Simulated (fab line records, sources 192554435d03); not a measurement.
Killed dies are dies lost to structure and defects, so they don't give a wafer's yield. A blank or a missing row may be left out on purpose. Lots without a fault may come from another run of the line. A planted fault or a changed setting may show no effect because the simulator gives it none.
Which tool did it? | flow n5_finfet | 24 lots, 72 wafers sampled, at 6 steps of a route of 1938

WHAT THE GAUGES READ, wafer by wafer
N5_GATE_CUT_OVL_MEAS_14.
lot  | measured     | on         | GATE_CUT_OVL (nm)
L074 | day 4 12:11  | overlay-02 | 0.2 -0.2 0.5
L075 | day 5 00:20  | overlay-01 | 1.5 0.1 1.3
L076 | day 5 01:20  | overlay-02 | -0.7 -0.5 -0.3
L077 | day 5 06:29  | overlay-01 | -0.3 -0.5 0.8
L078 | day 5 11:44  | overlay-02 | 0.4 1.5 0.5
L079 | day 5 19:01  | overlay-02 | 1.2 0.5 1.1
L080 | day 6 00:59  | overlay-02 | 0.1 0.5 -0.9
L081 | day 6 06:04  | overlay-02 | -0.6 0.2 0.6
L082 | day 6 11:58  | overlay-02 | -0.2 0.4 -0.8
L083 | day 6 17:41  | overlay-01 | 1.9 1.2 1.0
L084 | day 6 23:31  | overlay-01 | 0.1 0.4 -0.1
L085 | day 7 06:46  | overlay-01 | -0.2 -0.6 0.1
L086 | day 7 12:25  | overlay-02 | 1.6 1.5 1.5
L087 | day 7 18:04  | overlay-01 | 0.3 0.0 0.6
L088 | day 7 23:34  | overlay-01 | -0.5 -0.1 -0.2
L089 | day 8 06:44  | overlay-01 | 0.2 1.9 0.6
L090 | day 8 10:14  | overlay-02 | 0.1 0.1 -0.4
L091 | day 8 20:07  | overlay-02 | 0.6 -0.4 0.5
L092 | day 8 22:31  | overlay-01 | -0.1 -0.7 -0.4
L093 | day 9 14:34  | overlay-01 | -0.6 0.7 0.1
L094 | day 10 00:12 | overlay-01 | 0.4 1.1 -0.1
L095 | day 10 01:58 | overlay-01 | 0.5 0.3 0.2
L096 | day 10 10:50 | overlay-01 | 0.8 0.0 -0.2
L097 | day 10 12:07 | overlay-01 | -0.6 0.1 -0.4

N5_MOL_CONTACT_COAG_CD_MEAS_99: target cd 17.2 nm.
lot  | measured     | on        | cd_nm (nm)
L074 | day 4 20:41  | cd_sem-03 | 18.06 17.12 17.34
L075 | day 5 04:49  | cd_sem-01 | 16.94 17.00 16.49
L076 | day 5 05:43  | cd_sem-01 | 17.09 16.94 16.90
L077 | day 5 10:46  | cd_sem-03 | 17.43 17.38 17.07
L078 | day 5 16:08  | cd_sem-02 | 17.39 17.46 17.37
L079 | day 5 23:59  | cd_sem-02 | 17.18 17.23 16.82
L080 | day 6 05:16  | cd_sem-01 | 17.76 17.11 16.88
L081 | day 6 10:44  | cd_sem-03 | 17.27 17.32 17.22
L082 | day 6 17:05  | cd_sem-01 | 17.51 17.63 17.32
L083 | day 6 22:41  | cd_sem-01 | 16.69 16.74 17.18
L084 | day 7 04:03  | cd_sem-02 | 17.38 17.16 16.89
L085 | day 7 11:10  | cd_sem-03 | 17.26 17.16 17.58
L086 | day 7 17:26  | cd_sem-02 | 17.39 17.45 16.97
L087 | day 7 22:26  | cd_sem-01 | 17.10 17.09 16.93
L088 | day 8 04:10  | cd_sem-02 | 16.91 16.81 17.31
L089 | day 8 12:14  | cd_sem-01 | 17.15 16.90 16.70
L090 | day 8 15:10  | cd_sem-01 | 17.06 17.08 16.97
L091 | day 9 11:13  | cd_sem-01 | 17.23 16.89 17.57
L092 | day 9 11:26  | cd_sem-02 | 17.19 17.45 17.04
L093 | day 9 18:50  | cd_sem-02 | 16.94 17.53 16.97
L094 | day 10 04:43 | cd_sem-02 | 17.42 17.42 17.39
L095 | day 10 06:22 | cd_sem-03 | 17.10 17.04 16.81
L096 | day 10 15:27 | cd_sem-01 | 17.26 16.95 17.38
L097 | day 10 16:24 | cd_sem-02 | 16.65 17.35 17.61

WHICH TOOL RAN EACH LOT (tool, then ch and the chambers of the sampled wafers, then the start)
lot  | N5_GATE_CUT_HM_DEP_46          | N5_GATE_CUT_DESCUM_18              | N5_GATE_CUT_CUT_ETCH_53           | N5_GATE_CUT_VAPOR_ETCH_51
L074 | pecvd-01 ch 0,1,2, day 4 10:58 | rie_diel-03 ch 0,2,3, day 4 12:17  | rie_metal-02 ch 1, day 4 12:41    | rie_metal-02 ch 1, day 4 12:55
L075 | pecvd-01 ch 0,2, day 4 23:57   | rie_diel-06 ch 0,1, day 5 00:25    | rie_metal-01 ch 1, day 5 00:49    | rie_metal-01 ch 1, day 5 01:08
L076 | pecvd-02 ch 0,1, day 5 00:51   | rie_diel-03 ch 0,3, day 5 01:26    | rie_metal-01 ch 0,1, day 5 01:49  | rie_metal-01 ch 0,1, day 5 02:08
L077 | pecvd-02 ch 0,1,2, day 5 06:07 | rie_diel-03 ch 0,3, day 5 06:34    | rie_metal-01 ch 0,1, day 5 06:58  | rie_metal-01 ch 0,1, day 5 07:13
L078 | pecvd-04 ch 0,1, day 5 11:23   | rie_diel-06 ch 0,2, day 5 11:50    | rie_metal-01 ch 0,1, day 5 12:14  | rie_metal-01 ch 0,1, day 5 12:28
L079 | pecvd-01 ch 0,2, day 5 18:31   | rie_diel-03 ch 1,2, day 5 19:26    | rie_metal-02 ch 0,1, day 5 19:50  | rie_metal-02 ch 0,1, day 5 20:05
L080 | pecvd-02 ch 0,1,2, day 6 00:37 | rie_diel-03 ch 0,1, day 6 01:04    | rie_metal-02 ch 0,1, day 6 01:28  | rie_metal-02 ch 0,1, day 6 01:43
L081 | pecvd-01 ch 0,1, day 6 05:34   | rie_diel-03 ch 0,1,2, day 6 06:25  | rie_metal-01 ch 0,1, day 6 06:49  | rie_metal-01 ch 0,1, day 6 07:04
L082 | pecvd-04 ch 0,1,2, day 6 11:28 | rie_diel-06 ch 1,3, day 6 12:20    | rie_metal-02 ch 1, day 6 12:55    | rie_metal-02 ch 1, day 6 13:10
L083 | pecvd-04 ch 0,1, day 6 17:19   | rie_diel-02 ch 0,1,3, day 6 17:55  | rie_metal-02 ch 0,1, day 6 18:20  | rie_metal-02 ch 0,1, day 6 18:34
L084 | pecvd-04 ch 0,2, day 6 23:01   | rie_diel-03 ch 0,1,3, day 6 23:37  | rie_metal-01 ch 0,1, day 7 00:00  | rie_metal-01 ch 0,1, day 7 00:14
L085 | pecvd-04 ch 0,1,2, day 7 06:16 | rie_diel-06 ch 0,1,3, day 7 06:51  | rie_metal-01 ch 0,1, day 7 07:15  | rie_metal-01 ch 0,1, day 7 07:29
L086 | pecvd-04 ch 0,1,2, day 7 12:03 | rie_diel-03 ch 0,1,3, day 7 12:55  | rie_metal-01 ch 0,1, day 7 13:18  | rie_metal-01 ch 0,1, day 7 13:32
L087 | pecvd-02 ch 1,2, day 7 17:35   | rie_diel-02 ch 0,1,3, day 7 18:10  | rie_metal-01 ch 0,1, day 7 18:34  | rie_metal-01 ch 0,1, day 7 18:48
L088 | pecvd-04 ch 0,1,2, day 7 23:13 | rie_diel-03 ch 1,2,3, day 7 23:40  | rie_metal-03 ch 0,1, day 8 00:04  | rie_metal-03 ch 0,1, day 8 00:18
L089 | pecvd-02 ch 0,2, day 8 06:13   | rie_diel-03 ch 2,3, day 8 07:04    | rie_metal-02 ch 0,1, day 8 07:27  | rie_metal-02 ch 0,1, day 8 07:41
L090 | pecvd-02 ch 0,2, day 8 09:52   | rie_diel-03 ch 0,2, day 8 10:20    | rie_metal-01 ch 0, day 8 10:44    | rie_metal-01 ch 0, day 8 11:13
L091 | pecvd-01 ch 0,1, day 8 19:45   | rie_diel-06 ch 0,2,3, day 8 20:13  | rie_metal-02 ch 1, day 9 06:17    | rie_metal-02 ch 1, day 9 06:31
L092 | pecvd-01 ch 1,2, day 8 22:09   | rie_diel-03 ch 1,3, day 8 22:37    | rie_metal-03 ch 0,1, day 9 06:17  | rie_metal-03 ch 0,1, day 9 06:31
L093 | pecvd-04 ch 1,2, day 9 14:11   | rie_diel-02 ch 0,1,3, day 9 14:39  | rie_metal-03 ch 0,1, day 9 15:04  | rie_metal-03 ch 0,1, day 9 15:17
L094 | pecvd-02 ch 0,1,2, day 9 23:43 | rie_diel-03 ch 1,2,3, day 10 00:17 | rie_metal-03 ch 0,1, day 10 00:41 | rie_metal-03 ch 0,1, day 10 00:56
L095 | pecvd-01 ch 0,1, day 10 01:35  | rie_diel-02 ch 0,1,3, day 10 02:04 | rie_metal-01 ch 0,1, day 10 02:28 | rie_metal-01 ch 0,1, day 10 02:41
L096 | pecvd-04 ch 0,2, day 10 10:28  | rie_diel-03 ch 0,3, day 10 10:55   | rie_metal-01 ch 0,1, day 10 11:19 | rie_metal-01 ch 0,1, day 10 11:34
L097 | pecvd-02 ch 0,2, day 10 11:37  | rie_diel-06 ch 0,1,2, day 10 12:13 | rie_metal-03 ch 0,1, day 10 12:36 | rie_metal-03 ch 0,1, day 10 12:50
- N5_GATE_CUT_HM_DEP_46: deposits SiO2 from TEOS/O2, target thk 130 nm, time 26.6 s.
- N5_GATE_CUT_DESCUM_18: chemistry O2, time 7 s.
- N5_GATE_CUT_CUT_ETCH_53: etches W in SF6/Cl2, target depth 79.2 nm.
- N5_GATE_CUT_VAPOR_ETCH_51: etches HfO2 in BCl3/Cl2.

WHAT THE TOOLS THEMSELVES READ (means of the sampled wafers that have a number; where no wafer has one, the mark that the record gives instead)
N5_GATE_CUT_HM_DEP_46.
lot  | tool     | heater_power_w (W) | showerhead_plenum_p_Torr (Torr) | throttle_valve_pct (%)
L074 | pecvd-01 | 587                | 8.39                            | 19.0
L075 | pecvd-01 | 479                | 8.38                            | 18.3
L076 | pecvd-02 | 561                | 8.33                            | 19.8
L077 | pecvd-02 | 604                | 8.36                            | 19.1
L078 | pecvd-04 | 559                | 8.36                            | 19.4
L079 | pecvd-01 | 561                | 8.38                            | 18.0
L080 | pecvd-02 | 518                | 8.36                            | 19.1
L081 | pecvd-01 | 557                | 8.38                            | 18.8
L082 | pecvd-04 | 527                | 8.36                            | 18.6
L083 | pecvd-04 | 534                | 8.36                            | 19.4
L084 | pecvd-04 | 464                | 8.35                            | 18.5
L085 | pecvd-04 | 531                | 8.35                            | 18.6
L086 | pecvd-04 | 479                | 8.35                            | 18.5
L087 | pecvd-02 | 551                | 8.38                            | 18.6
L088 | pecvd-04 | 537                | 8.36                            | 18.6
L089 | pecvd-02 | 643                | 8.35                            | 18.4
L090 | pecvd-02 | 627                | 8.34                            | 18.2
L091 | pecvd-01 | 608                | 8.39                            | 19.5
L092 | pecvd-01 | 633                | 8.39                            | 20.0
L093 | pecvd-04 | 525                | 8.34                            | 17.8
L094 | pecvd-02 | 583                | 8.37                            | 19.1
L095 | pecvd-01 | 656                | 8.38                            | 18.9
L096 | pecvd-04 | 484                | 8.34                            | 18.7
L097 | pecvd-02 | 570                | 8.32                            | 19.1

N5_GATE_CUT_DESCUM_18.
lot  | tool        | drypump_motor_current_A (A) | oes_product_au (a.u.) | rf_vpp_V (V) | showerhead_plenum_p_Torr (Torr) | throttle_valve_pct (%)
L074 | rie_diel-03 | 5.2                         | 0.77                  | 241.8        | 2.01                            | 20.45
L075 | rie_diel-06 | 5.5                         | 0.71                  | 242.9        | 2.14                            | 20.73
L076 | rie_diel-03 | 5.3                         | 0.75                  | 242.0        | 2.01                            | 20.47
L077 | rie_diel-03 | 5.2                         | 0.74                  | 242.2        | 2.01                            | 20.46
L078 | rie_diel-06 | 5.6                         | 0.70                  | 242.2        | 2.04                            | 20.44
L079 | rie_diel-03 | 5.8                         | 0.72                  | 243.8        | 2.10                            | 20.53
L080 | rie_diel-03 | 5.6                         | 0.77                  | 243.0        | 2.12                            | 20.39
L081 | rie_diel-03 | 5.3                         | 0.77                  | 242.2        | 2.06                            | 20.43
L082 | rie_diel-06 | 5.5                         | 0.71                  | 243.2        | 2.10                            | 20.69
L083 | rie_diel-02 | 5.9                         | 0.89                  | 244.0        | 2.08                            | 20.42
L084 | rie_diel-03 | 5.4                         | 0.85                  | 243.9        | 2.15                            | 20.31
L085 | rie_diel-06 | 5.4                         | 0.80                  | 243.1        | 2.10                            | 20.57
L086 | rie_diel-03 | 5.4                         | 0.84                  | 243.8        | 2.15                            | 20.32
L087 | rie_diel-02 | 5.9                         | 0.88                  | 243.6        | 2.07                            | 20.42
L088 | rie_diel-03 | 5.6                         | 0.78                  | 244.2        | 2.13                            | 20.47
L089 | rie_diel-03 | 5.4                         | 0.78                  | 242.1        | 2.07                            | 20.50
L090 | rie_diel-03 | 5.1                         | 0.75                  | 241.5        | 2.00                            | 20.50
L091 | rie_diel-06 | 5.7                         | 0.79                  | 242.7        | 2.04                            | 20.38
L092 | rie_diel-03 | 5.8                         | 0.78                  | 244.6        | 2.18                            | 20.43
L093 | rie_diel-02 | 5.9                         | 0.86                  | 242.1        | 2.07                            | 20.44
L094 | rie_diel-03 | 5.6                         | 0.77                  | 244.9        | 2.12                            | 20.48
L095 | rie_diel-02 | 5.9                         | 0.85                  | 243.1        | 2.07                            | 20.45
L096 | rie_diel-03 | 5.0                         | 0.86                  | 243.1        | 2.10                            | 20.24
L097 | rie_diel-06 | 5.7                         | 0.79                  | 243.3        | 2.07                            | 20.48

N5_GATE_CUT_CUT_ETCH_53.
lot  | tool         | drypump_motor_current_A (A) | etch_rf_on_time_s (s) | mfc_cl2_sccm (sccm) | oes_product_au (a.u.) | throttle_valve_pct (%)
L074 | rie_metal-02 | 5.84                        | 26.86                 | 59.90               | 0.73                  | 28.62
L075 | rie_metal-01 | 5.90                        | 26.34                 | 59.82               | 0.81                  | 28.56
L076 | rie_metal-01 | 5.95                        | 26.45                 | 59.92               | 0.73                  | 28.52
L077 | rie_metal-01 | 5.96                        | 26.25                 | 60.05               | 0.74                  | 28.52
L078 | rie_metal-01 | 5.95                        | 26.20                 | 60.08               | 0.73                  | 28.54
L079 | rie_metal-02 | 5.93                        | 26.39                 | 60.18               | 0.73                  | 28.79
L080 | rie_metal-02 | 5.96                        | 26.60                 | 60.00               | 0.72                  | 28.79
L081 | rie_metal-01 | 5.92                        | 25.91                 | 60.12               | 0.74                  | 28.53
L082 | rie_metal-02 | 5.81                        | 26.58                 | 60.14               | 0.72                  | 28.63
L083 | rie_metal-02 | 5.91                        | 26.50                 | 59.95               | 0.71                  | 28.78
L084 | rie_metal-01 | 5.93                        | 25.99                 | 59.81               | 0.72                  | 28.53
L085 | rie_metal-01 | 5.94                        | 26.00                 | 59.82               | 0.72                  | 28.53
L086 | rie_metal-01 | 5.95                        | 26.21                 | 59.97               | 0.71                  | 28.53
L087 | rie_metal-01 | 6.01                        | 26.07                 | 59.87               | 0.65                  | 28.50
L088 | rie_metal-03 | 5.85                        | 25.91                 | 59.90               | 0.88                  | 28.93
L089 | rie_metal-02 | 6.06                        | 26.40                 | 60.05               | 0.71                  | 28.95
L090 | rie_metal-01 | 6.04                        | 26.02                 | 59.87               | 0.59                  | 28.48
L091 | rie_metal-02 | 5.80                        | 26.41                 | 59.79               | 0.70                  | 28.64
L092 | rie_metal-03 | 5.89                        | 26.18                 | 60.18               | 0.85                  | 28.76
L093 | rie_metal-03 | 5.82                        | 26.15                 | 60.23               | 0.85                  | 28.93
L094 | rie_metal-03 | 5.85                        | 26.38                 | 60.00               | 0.84                  | 28.94
L095 | rie_metal-01 | 5.98                        | 25.99                 | 60.05               | 0.65                  | 28.50
L096 | rie_metal-01 | 5.95                        | 26.57                 | 60.01               | 0.70                  | 28.54
L097 | rie_metal-03 | 5.84                        | 26.09                 | 59.99               | 0.84                  | 28.95

N5_GATE_CUT_VAPOR_ETCH_51.
lot  | tool         | drypump_motor_current_A (A) | oes_product_au (a.u.)
L074 | rie_metal-02 | 5.82                        | 0.80
L075 | rie_metal-01 | 5.87                        | 0.89
L076 | rie_metal-01 | 5.94                        | 0.81
L077 | rie_metal-01 | 5.96                        | 0.81
L078 | rie_metal-01 | 5.95                        | 0.81
L079 | rie_metal-02 | 5.95                        | 0.81
L080 | rie_metal-02 | 5.95                        | 0.80
L081 | rie_metal-01 | 5.95                        | 0.80
L082 | rie_metal-02 | 5.84                        | 0.79
L083 | rie_metal-02 | 5.91                        | 0.79
L084 | rie_metal-01 | 5.95                        | 0.79
L085 | rie_metal-01 | 5.93                        | 0.79
L086 | rie_metal-01 | 5.93                        | 0.79
L087 | rie_metal-01 | 5.98                        | 0.72
L088 | rie_metal-03 | 5.85                        | 0.98
L089 | rie_metal-02 | 6.05                        | 0.80
L090 | rie_metal-01 | 6.03                        | 0.65
L091 | rie_metal-02 | 5.82                        | 0.77
L092 | rie_metal-03 | 5.89                        | 0.95
L093 | rie_metal-03 | 5.83                        | 0.93
L094 | rie_metal-03 | 5.86                        | 0.93
L095 | rie_metal-01 | 6.00                        | 0.71
L096 | rie_metal-01 | 5.95                        | 0.77
L097 | rie_metal-03 | 5.85                        | 0.93

THE ANSWER, worked out from the rows above alone
Rule: what is usual is taken from the lots themselves. Put in order of their means at a reading, lots are off if they are a third of the lots or fewer, leave a main group of 4 or more, and stand apart from it by a gap of 3 or more times the standard deviation of the main group's means; of several such gaps the widest counts. A main group whose means are all the same, to the digits that the tables above print for the reading, isn't used. A lot without any number at a reading at which 4 lots or more have one is off too. The other lots that the step has rows for count as sound. The gauges are gone through in route order, then the tools' own readings, and for those a lot's mean is taken as printed above. The first step at which some lot is off is used, and at that step the reading that is off furthest; a lot without a number counts as furthest.
No lot is off at any reading shown: from this, nothing can be told.

WHAT THE SIMULATOR HAD PUT IN
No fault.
